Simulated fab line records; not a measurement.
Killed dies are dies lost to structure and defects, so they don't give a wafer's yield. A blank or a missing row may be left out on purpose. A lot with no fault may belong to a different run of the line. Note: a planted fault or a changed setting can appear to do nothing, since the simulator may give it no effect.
Struck lot and sound lot, side by side ; flow nandHarc ; 17 steps out of a route of 1302
Sound: wafers L396.1, L396.3, L396.5. Struck: wafers L403.2, L403.4 (left out: L403.6, a lot-mate that was not struck); the cause follows at the end.
Per side, at each step with rows, come the tool, then ch with its chambers, and then its first start. Under that, the readings that differ: sound wafers ; struck wafers ; difference of the means ; sigmas: that difference in standard deviations of wafers without a fault.
alike: same words and numbers on both sides, and readings whose means sit less than 2 such deviations apart. not compared: any withheld reading, any reading some wafer has no value for, any bound like >300 that may hide the same value, and any number with overlapping values for which the record gives no deviation.
A row with sigmas, a row that says differs or no value, or rows on one side alone: a step with any of these is where the two part. Numbers that don't overlap but have no deviation are shown without sigmas and don't part them. A reading missing from all wafers of one side parts the sides only when that side holds two or more wafers.

NHARC_P_M2_INSPECT_11:
  sound on defectInspect-01, day 8 04:10; struck on defectInspect-01, day 10 23:25
  alike: rawDefectCount
then, 2 steps without rows for these wafers: NHARC_P_M2_DESCUM_14 (chemistry O2, time 3 s); NHARC_P_M2_ETCH_35 (etches the open film in N2/H2, target depth 40 nm, overetch 12 nm, time 43.94 s).
NHARC_P_M2_ETCH_15: etches the open film in C4F8/Ar, target depth 182.5 nm, time 91.2 s.
  sound: rieDiel-02 ch 2,3; struck: rieDiel-11 ch 1,3
  alike: oesProductAu, rfVppV
  not compared: rfHoursCounterH
NHARC_P_M2_CD_MEAS_16:
  sound on cdSem-01, day 8 04:32; struck on cdSem-03, day 10 23:47
  alike: cdNm
then, 1 step without rows for these wafers: NHARC_P_M2_STRIP_18 (strips in N2/H2).
NHARC_P_M2_ETCH_28: etches the open film in CF4/N2, target depth 30 nm, time 72.99 s.
  sound: rieDiel-03 ch 0,1,3; struck: rieDiel-02 ch 2,3
  alike: cf4FlowSccm, drypumpMotorCurrentA, oesProductAu, rfVppV, showerheadPlenumPTorr, throttleValvePct
  not compared: rfHoursCounterH
then, 2 steps without rows for these wafers: NHARC_P_M2_STRIP_19 (strips in post etch residue remover, time 600 s); NHARC_P_M2_DEGAS_29 (time 60 s).
NHARC_P_M2_PRE_CLEAN_30: time 30 s.
  sound on pvdSputter-02; struck on pvdSputter-01
reading;sound;struck;difference;sigmas
heaterPowerW (W);368 414 340;499 450;+100;+2
NHARC_P_M2_PVD_20: deposits TaN, target thk 5 nm, time 8.06 s.
  sound on pvdSputter-02; struck on pvdSputter-01
  alike: throttleValvePct
NHARC_P_M2_PVD_21: deposits Cu, target thk 30 nm, time 20.49 s.
  sound on pvdSputter-02; struck on pvdSputter-01
  alike: throttleValvePct
NHARC_P_M2_ECD_22: material Cu, target thk 400 nm.
  sound on ecdCu-01 ch 0,1, day 8 05:42; struck on ecdCu-02 ch 0,1, day 11 00:55
then, 1 step without rows for these wafers: NHARC_P_M2_ANNEAL_31 (time 90 s).
NHARC_P_M2_CMP_23: polishes, t overpolish 20 s, target thk 144.3 nm.
  sound on cmp-02 ch 1,2,3, day 8 06:26; struck on cmp-03 ch 1,2, day 11 01:38
reading;sound;struck;difference;sigmas
timeToEndpointS (s);28.3 25.4 28.5;13.1 12.4;-14.6;-7
  alike: motorCurrentA
NHARC_P_M2_THK_MEAS_24: measures by xrf.
  sound on filmMetro-02, day 8 06:46; struck on filmMetro-02, day 11 01:53
  alike: thkNm
next, for these wafers, 1 step has no rows: NHARC_END_SORT_01.

## WHERE THEY PART
Last at NHARC_P_M2_CMP_23 as far as this record goes, first at NHARC_P_M2_PRE_CLEAN_30. Later steps at which nothing parts them and some readings are alike: NHARC_P_M2_THK_MEAS_24.

WHY: whatever the simulator had introduced
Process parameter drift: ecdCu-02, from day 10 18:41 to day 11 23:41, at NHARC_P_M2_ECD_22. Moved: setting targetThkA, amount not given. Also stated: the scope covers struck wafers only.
